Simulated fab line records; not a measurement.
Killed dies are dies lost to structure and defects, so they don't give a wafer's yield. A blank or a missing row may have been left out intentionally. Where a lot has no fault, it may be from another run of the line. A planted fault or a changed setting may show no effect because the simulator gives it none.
Struck lot and sound lot, side by side :: flow n5_finfet :: 16 steps out of a route of 1938
Sound: these wafers, L223.4, L223.5, L223.6. Wafers L237.2, L237.3, L237.4 were the ones struck. Last of all comes the cause.
Order at every step that has rows: each side's tool, ch and its chambers, its first start. Under that, the readings that differ: sound wafers :: struck wafers :: difference of the means :: sigmas: that difference in standard deviations of wafers without a fault.
alike: same words and numbers on both sides, and readings whose means sit less than 2 such deviations apart. not compared: any withheld reading, any reading some wafer has no value for, any bound like >300 that may hide the same value, and any number with overlapping values for which the record gives no deviation.
Wherever a step has rows on one side only, a row that says differs or no value, or a row with sigmas, the two part there. Numbers that have no deviation but don't overlap get no sigmas and don't part them. A reading that every wafer of one side lacks parts them only if that side has two wafers or more.

N5_BEOL_M0_PRE_CLEAN_131: time 15 s.
  sound on cvd_co-02 ch 0,2, day 6 05:38; struck on cvd_co-02 ch 0,2, day 9 18:19
  alike: heater_power_w
N5_BEOL_M0_CO_CAP_123: material Co, precursor CCTBA/H2, target thk 2 nm, time 102.1 s.
  sound on cvd_co-02 ch 0,2, day 6 05:43; struck on cvd_co-02 ch 0,2, day 9 18:22
  alike: chamber_pressure_Torr, heater_power_w
then, 1 step without rows for these wafers: N5_BEOL_M0_PRE_CLEAN_124 (time 15 s).
N5_BEOL_M0_DEP_125: deposits SiCN from 3MS/NH3, target thk 8 nm, time 14 s.
  sound on pecvd-03 ch 0,1,2, day 6 05:50; struck on pecvd-02 ch 0,1, day 9 18:29
  alike: chamber_pressure_Torr, showerhead_plenum_p_Torr, showerhead_vpp_V, throttle_valve_pct
N5_BEOL_M0_RS_MEAS_126: a four-point-probe measurement.
  struck on film_metro-02, day 9 18:33; sound on film_metro-01, day 6 05:53
  alike: M0_RS
N5_BEOL_M0_INSPECT_127: inspects for defects (darkfield).
  struck on defect_inspect-01, day 9 18:34; sound on defect_inspect-02, day 6 05:55
  alike: raw_defect_count
N5_BEOL_M1_ILD_DEP_00: deposits SiOC from DEMS/O2, target thk 79 nm, time 15.3 s.
  sound on pecvd-01 ch 0,1,2, day 6 05:58; struck on pecvd-02 ch 0,1,2, day 9 18:37
  alike: chamber_pressure_Torr, heater_power_w, showerhead_plenum_p_Torr, showerhead_vpp_V, throttle_valve_pct
N5_BEOL_M1_THK_MEAS_01:
  struck on film_metro-02, day 9 18:41; sound on film_metro-01, day 6 06:01
reading: M1_ILD_THK (nm)
sound: 81.1 79.5 79.7
struck: 76.9 76.7 76.9
difference: -3.3
sigmas: -3
N5_BEOL_M1_PECVD_72: deposits SiO2 from TEOS/O2, target thk 16 nm, time 18 s.
  sound on pecvd-03 ch 0,1,2, day 6 06:05; struck on pecvd-01 ch 0,1,2, day 9 18:43
  alike: chamber_pressure_Torr, heater_power_w, showerhead_plenum_p_Torr, showerhead_vpp_V, throttle_valve_pct
then, 3 steps without rows for these wafers: N5_BEOL_M1_HM_DEP_02 (deposits TiN, target thk 20 nm); N5_BEOL_M1_COAT_61 (time 60 s, resist thk 60 nm); N5_BEOL_M1_COAT_62 (time 60 s, resist thk 12 nm).
N5_BEOL_M1_COAT_73: time 60 s, resist thk 5 nm.
  sound on litho_track-03 ch 0, day 6 07:14; struck on litho_track-04 ch 0, day 9 20:14
reading: heater_power_total_W (W)
sound: 392.9 393.0 393.0
struck: 402.1 398.7 402.2
difference: +8.0
sigmas: +6

reading: plate_temp_C (C)
sound: 205.20 204.98 205.06
struck: 208.91 208.76 208.73
difference: +3.72
sigmas: +21
  alike: dispense_pressure_kPa
then, 1 step without rows for these wafers: N5_BEOL_M1_COAT_05 (resist thk 30 nm).
N5_BEOL_M4_RC_MEAS_101:
  sound on prober-01 ch 0, day 8 00:20; struck on prober-02 ch 0, day 11 12:47
reading: ION_P (uA/um)
sound: 475 470 473
struck: 452 462 455
difference: -16
sigmas: -2

reading: VT_P (mV)
sound: -245 -248 -246
struck: -256 -252 -255
difference: -8
sigmas: -2
  alike: DIBL_N, DIBL_P, IOFF_N, IOFF_P, ION_N, SS_N, SS_P, VT_N
-- the record jumps here: 4 days lie between the struck wafers' starts before and after (it left off in module BEOL_M4 and takes up again in module PASSIVATION, whose first step shown is number 1936 of the route) --
N5_PASSIVATION_PROBE_49:
  struck on prober-01, day 15 18:16; sound on prober-02, day 12 04:07
  alike: defect_limited_yield, killed_at_M0_to_M3, killed_at_M4_up, killed_at_contacts, killed_at_front_end, killed_at_other, killed_dies, killed_open, killed_short, sort_bin_5_function, sort_bin_6_memory, sort_n_pass, sort_yield_pct

== WHERE THEY PART ==
Earliest at N5_BEOL_M1_THK_MEAS_01; latest, in this record, at N5_BEOL_M4_RC_MEAS_101. Later steps at which nothing parts them and some readings are alike: N5_PASSIVATION_PROBE_49.

WHY: what had been put in by the simulator
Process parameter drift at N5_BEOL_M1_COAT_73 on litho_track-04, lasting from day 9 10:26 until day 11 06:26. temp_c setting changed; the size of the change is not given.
